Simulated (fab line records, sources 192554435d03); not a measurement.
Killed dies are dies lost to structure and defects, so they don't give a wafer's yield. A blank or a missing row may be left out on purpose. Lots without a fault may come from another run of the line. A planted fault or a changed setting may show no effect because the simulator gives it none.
Chamber matching | flow n5_finfet | N5_STI_FIN_REVEAL_ETCHBACK_08 on rie_diel-03: 4 sister chambers
The step etches SiO2 in C4F6/O2, target depth 30.5 nm, time 10.167 s. 4 wafers are shown with their chamber, then 7 later ones without.

WAFERS WITH THEIR CHAMBER
wafer  | chamber | rf_vpp_V (V)
L083.3 | 1       | 673
L091.4 | 0       | 665
L093.1 | 2       | 681
L093.4 | 3       | 631

WAFERS WITHOUT THEIR CHAMBER
wafer  | rf_vpp_V (V)
L093.5 | 681
L094.4 | 665
L094.5 | 665
L094.6 | 673
L095.1 | 666
L095.3 | 632
L095.6 | 682

WHICH CHAMBER EACH WENT THROUGH
wafer  | from the rows above | in truth
L093.5 | 2                   | 2
L094.4 | 0                   | 0
L094.5 | 0                   | 0
L094.6 | 1                   | 1
L095.1 | 0                   | 0
L095.3 | 3                   | 3
L095.6 | 2                   | 2
Placed correctly: 7 of 7. Can't be placed from these rows: 0. Placed wrongly: 0.
How it was worked out, from the rows above alone: a wafer's distance from a chamber is the root of the sum, over the readings, of the square of ((its reading less the chamber's mean) divided by the reading's scatter). The wafer belongs to the nearest chamber; if the next one is less than 2 further off, it can't be placed. A chamber's mean is the mean of its shown wafers. The scatter: with one shown wafer a chamber, the root of the mean of the squares of how far each hidden wafer lies from its nearest shown one.
